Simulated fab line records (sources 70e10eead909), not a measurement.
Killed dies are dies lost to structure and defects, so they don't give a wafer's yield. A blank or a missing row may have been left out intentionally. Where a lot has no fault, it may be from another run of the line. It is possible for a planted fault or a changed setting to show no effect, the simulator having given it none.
fab line records	flow nand-harc
record: lots: 14	wafers: 42	last-day: 25
route steps=1159 shown A_BLC@983 A_M0@1007
lots that met no fault: taken from a fault-free run of the same line
start-h: start of the lot's first displayed wafer, in hours after the record's first day	wait-h: how many hours have passed since the lot's step before this one	" repeats the value in the row above	L1.1+2: a row that stands for several wafers	- no value, or no start given	* or withheld: withheld	< > ~ a bound
route shown NAME@n: names a module that has steps shown in the file, with the first one's number in the route	usual: mean/standard deviation taken from wafers without a fault	same: alike in all rows	chamber/n: place in a boat	sites: the reading at each site	_std_site: the standard deviation of these	_edge_site: outer sites' mean less inner sites'	radius-mm: how far each site lies from the wafer's centre	mask NAME#n: copy n	behind: the last tool/chamber to shape the wafer	hold: the reason the lot was held/the length of the hold in hours/how it ended	device: which transistor (n, p or np) failed to switch	end of line: the route-end tests of the same wafers	a step with no rows: only its recipe	killed: dies that structure and defects cost at the first sort, which is not the same as the wafer's yield	map: shows each die of a wafer: x if killed, . if not, _ if none is there
set.NAME: setting as actually run; set.NAME@STEP: the setting as run at that earlier step	model.NAME: the simulator's own value behind a step, which no gauge read
the route's steps for a sample of lots (tables are steps, rows are wafers)
services: a tool's chamber out of use, with start hour (start-h, from the record's first day; less than 0 if before it), hours out, and reason
== steps ==
step: NHARC_A_BLC_STRIP_21
recipe: o2-flow-sccm: 500	ar-flow-sccm: 0	bias-w: 0	chemistry: O2
usual: drypump-motor-current-A: 5.8/0.35	oes-product-au: 0.999/0.008	rf-vpp-V: 57.8/0.89	showerhead-plenum-p-Torr: 3.52/0.12	throttle-valve-pct: 17.036/0.0087
lot.wafer	tool	chamber	start-h	wait-h	drypump-motor-current-A	oes-product-au	rf-hours-counter-h	rf-vpp-V	showerhead-plenum-p-Torr	throttle-valve-pct
L666.4	rie-diel-09	2	408.88	0.1	6.0	0.997	14	58.1	3.55	17.053
L666.2	"	3	"	"	5.7	1.000	15	58.0	3.61	17.040
L666.3	"	0	"	"	5.3	0.993	15	56.9	3.30	17.027
L668.2	rie-diel-09	2	416.95	0.1	6.0	0.990	15	56.7	3.55	17.049
L668.3	"	3	"	"	5.7	0.993	15	57.9	3.61	17.032
L668.5	"	2	"	"	6.0	0.983	-	57.4	3.55	17.035
L670.4	rie-diel-09	0	418.14	0.1	5.3	0.993	16	58.4	3.30	17.046
L670.3	"	1	"	"	6.1	0.989	15	58.2	3.54	17.044
L670.2	"	2	"	"	6.0	0.991	15	59.8	3.55	17.044
L671.1	rie-diel-09	2	429.05	0.1	6.0	0.986	16	57.3	3.55	17.035
L671.3	"	3	"	"	5.7	0.986	17	57.9	3.61	17.016
L671.5	"	3	"	"	5.7	0.994	-	58.5	3.61	17.038
L673.3	rie-diel-04	1	431.08	0.1	6.2	1.011	12	58.0	3.50	17.020
L673.1	"	2	"	"	5.4	1.008	13	57.1	3.44	17.027
L673.5	"	3	"	"	6.0	1.007	-	58.6	3.49	17.030
L676.2	rie-diel-04	1	448.15	0.1	6.2	1.016	15	58.6	3.50	17.034
L676.1	"	2	"	"	5.4	1.008	16	58.3	3.44	17.037
L676.3	"	3	"	"	5.9	1.001	15	57.0	3.49	17.037
L677.1	rie-diel-13	3	468.63	0.1	6.2	0.993	2	58.5	3.81	17.038
L677.3	"	0	"	"	4.7	1.000	2	58.2	3.67	17.032
L677.6	"	2	"	"	6.0	1.008	-	59.6	3.77	17.035
L680.1	rie-diel-09	3	469.28	0.1	5.7	0.998	3	57.6	3.61	17.033
L680.2	"	0	"	"	5.3	1.007	3	58.7	3.30	17.021
L680.3	"	2	"	"	6.0	1.001	3	57.3	3.54	17.042
L679.2	rie-diel-09	2	470.60	0.1	6.0	0.985	4	58.3	3.54	17.030
L679.1	"	0	"	"	5.3	1.002	4	57.2	3.30	17.020
L679.4	"	1	"	"	6.1	1.003	3	56.7	3.53	17.024
L681.1	rie-diel-09	2	485.74	0.1	6.0	0.994	5	59.0	3.54	17.034
L681.3	"	3	"	"	5.7	0.995	5	58.5	3.61	17.042
L681.6	"	1	"	"	6.1	0.986	-	58.3	3.53	17.048
L686.1	rie-diel-13	0	495.10	0.1	4.7	1.009	13	58.8	3.67	17.032
L686.3	"	2	"	"	6.0	1.015	11	58.8	3.76	17.030
L686.2	"	3	"	"	6.1	0.998	10	59.9	3.80	17.034
L682.3	rie-diel-09	3	498.29	0.1	5.7	1.014	6	58.2	3.61	17.031
L682.4	"	2	"	"	6.0	1.005	7	56.9	3.54	17.040
L682.6	"	3	"	"	5.7	0.995	-	58.5	3.61	17.026
L683.3	rie-diel-04	0	510.66	0.1	5.4	1.010	4	58.8	3.57	17.049
L683.5	"	0	"	"	5.5	1.002	-	57.1	3.57	17.012
L683.6	"	1	"	"	6.2	1.006	-	57.9	3.50	17.033
L689.2	rie-diel-09	3	550.11	0.1	5.7	0.995	11	58.2	3.61	17.037
L689.3	"	1	"	"	6.1	0.999	11	57.8	3.53	17.038
L689.6	"	3	"	"	5.7	1.000	-	57.3	3.61	17.046
step: NHARC_A_M0_DESCUM_14
recipe: time-s: 3	o2-flow-sccm: 200	ar-flow-sccm: 0	bias-power-w: 0	chemistry: O2
usual: drypump-motor-current-A: 5.7/0.57	oes-product-au: 1.005/0.0086	rf-vpp-V: 57.6/0.85	showerhead-plenum-p-Torr: 1.90/0.06	throttle-valve-pct: 11.311/0.0091
lot.wafer	tool	chamber	start-h	wait-h	drypump-motor-current-A	oes-product-au	rf-hours-counter-h	rf-vpp-V	showerhead-plenum-p-Torr	throttle-valve-pct
L666.2	rie-diel-10	0	416.56	0.1	5.6	1.000	4	57.8	1.89	11.301
L666.4	"	1	"	"	5.3	0.990	3	59.1	1.94	11.309
L666.3	"	2	"	"	5.1	0.987	3	57.3	1.89	11.322
L668.2	rie-diel-08	0	422.27	0.1	5.5	1.017	9	57.6	1.87	11.321
L668.3	"	1	"	"	5.7	1.000	9	58.3	2.05	11.313
L668.5	"	3	"	"	5.2	1.025	-	58.0	1.88	11.323
L670.2	rie-diel-10	3	422.69	0.1	6.8	0.996	4	56.9	1.84	11.299
L670.3	"	0	"	"	5.6	0.992	4	58.2	1.89	11.309
L670.4	"	1	"	"	5.3	1.000	4	58.3	1.94	11.305
L671.3	rie-diel-08	1	436.08	0.1	5.7	1.000	11	58.2	2.04	11.310
L671.1	"	3	"	"	5.2	1.005	10	56.8	1.88	11.316
L671.5	"	2	"	"	6.3	1.002	-	57.4	1.88	11.299
L673.1	rie-diel-06	2	437.71	0.1	5.7	1.021	1	57.6	1.84	11.314
L673.3	"	3	"	"	6.7	1.009	1	57.2	1.85	11.288
L673.5	"	0	"	"	6.4	1.004	-	58.6	1.97	11.307
L676.2	rie-diel-08	2	453.07	0.1	6.3	1.020	10	58.1	1.88	11.330
L676.3	"	3	"	"	5.2	1.009	12	57.1	1.88	11.322
L676.1	"	0	"	"	5.5	1.011	12	58.7	1.86	11.317
L677.3	rie-diel-08	0	474.18	0.1	5.6	1.009	14	57.1	1.86	11.308
L677.1	"	1	"	"	5.7	1.007	14	56.4	2.04	11.308
L677.6	"	3	"	"	5.2	1.003	-	57.1	1.88	11.309
L680.2	rie-diel-10	3	474.57	0.1	6.8	0.992	8	57.3	1.84	11.314
L680.1	"	0	"	"	5.6	0.989	9	58.0	1.89	11.315
L680.3	"	1	"	"	5.3	0.987	8	59.1	1.94	11.307
L679.1	rie-diel-06	2	483.65	0.1	5.7	1.002	5	57.7	1.84	11.313
L679.4	"	0	"	"	6.4	0.999	5	58.5	1.97	11.317
L679.2	"	1	"	"	4.8	1.010	4	57.4	1.94	11.308
L681.1	rie-diel-06	0	492.87	0.1	6.4	1.009	5	57.9	1.97	11.322
L681.3	"	1	"	"	4.8	1.025	4	58.3	1.94	11.314
L681.6	"	3	"	"	6.7	1.005	-	57.4	1.84	11.300
L686.2	rie-diel-08	3	498.00	0.1	5.3	1.008	1	57.9	1.88	11.309
L686.3	"	0	"	"	5.5	1.009	1	57.6	1.86	11.329
L686.1	"	1	"	"	5.7	1.013	1	57.9	2.04	11.314
L682.4	rie-diel-06	2	501.22	0.1	5.8	1.010	6	57.4	1.84	11.304
L682.3	"	0	"	"	6.4	1.002	6	58.2	1.97	11.313
L682.6	"	2	"	"	5.8	1.009	-	57.2	1.84	11.307
L683.3	rie-diel-10	0	516.29	0.1	5.6	0.993	11	58.1	1.88	11.313
L683.5	"	1	"	"	5.3	0.991	-	57.1	1.94	11.317
L683.6	"	2	"	"	5.1	0.991	-	57.8	1.89	11.321
L689.2	rie-diel-06	1	556.32	0.1	4.8	1.007	8	56.7	1.94	11.298
L689.3	"	2	"	"	5.7	1.001	10	58.1	1.84	11.318
L689.6	"	1	"	"	4.8	1.001	-	56.6	1.94	11.303
step: NHARC_A_M0_PVD_21
recipe: target-thk-a: 300	chamber-pressure-pa: 5	power-w: 5000	substrate-temp-c: 30	time-s: 20.49	material: Cu
usual: cathode-dc-power-W: 5000.0/0.93	chamber-pressure-pa: 5.000/0.01	throttle-valve-pct: 30.0/1.3
lot.wafer	tool	chamber	start-h	wait-h	cathode-dc-power-W	chamber-pressure-pa	throttle-valve-pct
L666.4	pvd-sputter-02	-	417.71	-	4999.7	5.005	29.5
L666.2	"	-	"	"	5000.4	5.001	29.7
L666.3	"	-	"	"	4998.5	4.985	28.9
L668.3	pvd-sputter-03	-	423.42	-	5001.6	5.020	28.5
L668.2	"	-	"	"	4999.2	5.000	30.7
L668.5	"	-	"	"	5001.2	5.012	28.6
L670.2	pvd-sputter-01	-	423.85	-	5001.0	5.014	29.8
L670.4	"	-	"	"	4999.8	4.994	32.3
L670.3	"	-	"	"	5000.5	5.016	29.5
L671.1	pvd-sputter-01	-	437.23	-	-	-	-
L671.3	"	-	"	"	-	-	-
L671.5	"	-	"	"	-	-	-
L673.3	pvd-sputter-01	-	438.83	-	-	-	-
L673.1	"	-	"	"	-	-	-
L673.5	"	-	"	"	-	-	-
L676.2	pvd-sputter-03	-	454.23	-	4999.8	4.989	29.8
L676.1	"	-	"	"	5000.5	4.996	30.4
L676.3	"	-	"	"	4999.4	5.014	27.9
L677.3	pvd-sputter-03	-	475.32	-	5000.0	4.992	28.0
L677.1	"	-	"	"	5000.8	4.989	30.6
L677.6	"	-	"	"	5001.2	4.982	27.9
L680.2	pvd-sputter-01	-	475.70	-	5000.2	5.005	29.4
L680.3	"	-	"	"	5001.9	4.987	32.5
L680.1	"	-	"	"	4999.0	5.020	29.5
L679.1	pvd-sputter-01	-	485.27	-	4999.9	5.000	29.7
L679.2	"	-	"	"	5001.1	5.009	29.4
L679.4	"	-	"	"	4999.3	5.004	31.8
L681.1	pvd-sputter-01	-	494.00	-	4999.5	5.012	29.5
L681.3	"	-	"	"	4998.5	5.006	32.3
L681.6	"	-	"	"	5000.8	4.996	31.3
L686.3	pvd-sputter-01	-	499.15	-	5000.4	4.985	32.2
L686.1	"	-	"	"	5000.3	5.008	29.8
L686.2	"	-	"	"	4999.7	4.996	31.9
L682.3	pvd-sputter-03	-	502.36	-	5001.4	4.982	30.9
L682.4	"	-	"	"	4999.3	5.009	28.7
L682.6	"	-	"	"	4999.0	4.997	30.7
L683.3	pvd-sputter-03	-	517.42	-	5000.0	4.983	28.9
L683.6	"	-	"	"	5001.7	4.992	29.1
L683.5	"	-	"	"	4999.7	5.002	27.9
L689.3	pvd-sputter-02	-	557.51	-	5000.0	4.999	28.9
L689.2	"	-	"	"	4999.5	5.015	30.3
L689.6	"	-	"	"	4999.3	5.012	29.6
step: NHARC_A_M0_DEP_32
recipe: target-thk-a: 300	temp-c: 370	target-thk-nm: 30	pressure-torr: 3	flow-sccm: 200	rf-w: 450	material: SiCN
usual: heater-power-w: 555/90	rf-fwd-power-W: 448.9/1.3
lot.wafer	tool	chamber	start-h	wait-h	heater-power-w	rf-fwd-power-W
L666.3	pecvd-01	0	419.22	0.1	530	448.3
L666.2	"	1	"	"	530	448.0
L666.4	"	1	"	"	538	448.1
L668.3	pecvd-04	1	424.91	0.1	554	446.6
L668.2	"	2	"	"	717	449.6
L668.5	"	1	"	"	555	446.0
L670.2	pecvd-04	2	425.40	0.1	762	448.7
L670.3	"	0	"	"	479	449.3
L670.4	"	2	"	"	788	447.1
L671.3	pecvd-03	1	438.71	0.1	411	446.8
L671.1	"	0	"	"	600	450.9
L671.5	"	0	"	"	587	446.9
L673.3	pecvd-04	1	440.31	0.1	659	449.8
L673.1	"	0	"	"	475	448.6
L673.5	"	2	"	"	739	449.1
L676.2	pecvd-01	1	455.82	0.1	507	449.5
L676.1	"	0	"	"	514	449.3
L676.3	"	1	"	"	498	449.8
L677.1	pecvd-01	1	476.87	0.1	494	450.8
L677.3	"	2	"	"	507	448.5
L677.6	"	1	"	"	520	449.0
L680.2	pecvd-04	2	477.19	0.1	763	446.7
L680.1	"	0	"	"	544	448.2
L680.3	"	1	"	"	601	449.4
L679.1	pecvd-01	1	486.75	0.1	576	449.5
L679.2	"	0	"	"	526	449.0
L679.4	"	0	"	"	529	449.0
L681.1	pecvd-01	1	495.50	0.1	599	449.0
L681.3	"	2	"	"	464	449.3
L681.6	"	0	"	"	506	447.4
L686.3	pecvd-01	1	500.64	0.1	496	447.5
L686.2	"	2	"	"	430	448.8
L686.1	"	0	"	"	546	449.5
L682.3	pecvd-01	0	503.84	0.1	483	448.5
L682.6	"	0	"	"	492	449.8
L682.4	"	1	"	"	496	449.7
L683.3	pecvd-04	1	519.00	0.1	658	447.8
L683.6	"	0	"	"	470	450.2
L683.5	"	1	"	"	670	448.7
L689.2	pecvd-03	2	558.97	0.1	516	447.4
L689.3	"	1	"	"	482	445.9
L689.6	"	0	"	"	547	447.7
== services ==
tool	chamber	start-h	hours	kind
pvd-sputter-01	-	388.55	9.6	repair
pecvd-04	2	389.00	5.1	repair
pvd-sputter-02	-	392.05	10.0	pm
rie-diel-06	2	400.48	4.6	repair
rie-diel-08	-	413.72	0.9	repair
rie-diel-06	-	418.20	9.0	pm
pecvd-01	-	427.39	13.0	pm
pecvd-04	-	429.54	1.1	repair
rie-diel-09	-	431.11	9.0	pm
pvd-sputter-01	-	439.15	11.9	repair
pecvd-01	2	444.03	16.4	repair
rie-diel-06	1	446.98	3.9	repair
rie-diel-06	2	454.07	2.7	repair
pvd-sputter-03	-	458.23	10.0	pm
rie-diel-09	1	458.80	6.5	repair
rie-diel-04	-	465.90	9.0	pm
rie-diel-08	-	478.80	9.0	pm
pvd-sputter-01	-	516.10	10.0	pm
rie-diel-09	0	527.71	18.4	repair
rie-diel-10	-	530.50	9.0	pm
rie-diel-08	-	548.18	2.2	repair
pecvd-01	0	556.56	5.5	repair
pecvd-04	-	557.00	13.0	pm
rie-diel-04	0	559.10	10.0	repair
== key ==
first-sign: step: NHARC_A_M0_PVD_21	reading: tool-record	direction: missing
effect none on later readings
met-at NHARC_A_M0_PVD_21
struck-lots L671,L673
later-rows-left-out L671.1,L671.3,L671.5,L673.1,L673.3,L673.5
sort-left-out L671.1,L671.3,L671.5,L673.1,L673.3,L673.5
tester-left-out L673
not-acting-at NHARC_A_BLC_STRIP_21,NHARC_A_M0_DESCUM_14,NHARC_A_M0_DEP_32
onset-between 423.85 437.23
earlier-fault: kind: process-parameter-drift	tool: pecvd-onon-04	chamber: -	onset-h: 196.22	steps: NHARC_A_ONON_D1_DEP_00	channel: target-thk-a	offset: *	shape: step	acts-in: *	stated: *
earlier-fault: kind: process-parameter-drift	tool: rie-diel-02	chamber: 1	onset-h: 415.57	steps: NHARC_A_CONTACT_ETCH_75	channel: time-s	offset: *	shape: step	acts-in: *	stated: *
fault: kind: skipped-step-whole	tool: pvd-sputter-01,pvd-sputter-03	chamber: -	onset-h: 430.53	steps: NHARC_A_M0_PVD_21	scope: struck-lots-only
tester-left-out: of these lots the tester's yield and bins aren't shown, on N5 and GAA mostly nor the transistor test; their killed dies are dies lost to structure and defects alone, not to doping, threshold or leakage, so they don't give the yield
sort-left-out: the simulated sort isn't trusted on such a fault, so these wafers' sort isn't shown, and their yield isn't known
later-rows-left-out: the simulator's readings of these wafers behind a module that went badly wrong aren't trusted and aren't shown, but for the sort
